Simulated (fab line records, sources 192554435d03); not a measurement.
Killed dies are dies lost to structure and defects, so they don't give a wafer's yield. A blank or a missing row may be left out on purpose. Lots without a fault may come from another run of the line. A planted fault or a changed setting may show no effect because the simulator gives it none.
Chamber matching | flow n5_finfet | N5_BEOL_M0_STRIP_142 on rie_diel-04: 4 sister chambers
The step strips in N2/H2, time 10 s. 4 wafers are shown with their chamber, then 11 later ones without.

WAFERS WITH THEIR CHAMBER
wafer  | chamber | showerhead_plenum_p_Torr (Torr)
L086.1 | 0       | 2.54
L086.5 | 1       | 2.61
L086.6 | 2       | 2.41
L089.2 | 3       | 2.39

WAFERS WITHOUT THEIR CHAMBER
wafer  | showerhead_plenum_p_Torr (Torr)
L089.3 | 2.41
L089.6 | 2.54
L090.3 | 2.38
L090.4 | 2.41
L090.5 | 2.41
L095.2 | 2.53
L095.5 | 2.53
L095.6 | 2.60
L097.2 | 2.40
L097.3 | 2.53
L097.6 | 2.53

WHICH CHAMBER EACH WENT THROUGH
wafer  | from the rows above     | in truth
L089.3 | 2                       | 2
L089.6 | 0                       | 0
L090.3 | 3                       | 3
L090.4 | 2                       | 2
L090.5 | 2                       | 2
L095.2 | 0                       | 0
L095.5 | 0                       | 0
L095.6 | 1                       | 1
L097.2 | can't be placed: 3 or 2 | 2
L097.3 | 0                       | 0
L097.6 | 0                       | 0
Placed correctly: 10 of 11. Can't be placed from these rows: 1 (the true chamber is among the candidates in 1). Placed wrongly: 0.
How it was worked out, from the rows above alone: a wafer's distance from a chamber is the root of the sum, over the readings, of the square of ((its reading less the chamber's mean) divided by the reading's scatter). The wafer belongs to the nearest chamber; if the next one is less than 2 further off, it can't be placed. A chamber's mean is the mean of its shown wafers. The scatter: with one shown wafer a chamber, the root of the mean of the squares of how far each hidden wafer lies from its nearest shown one.
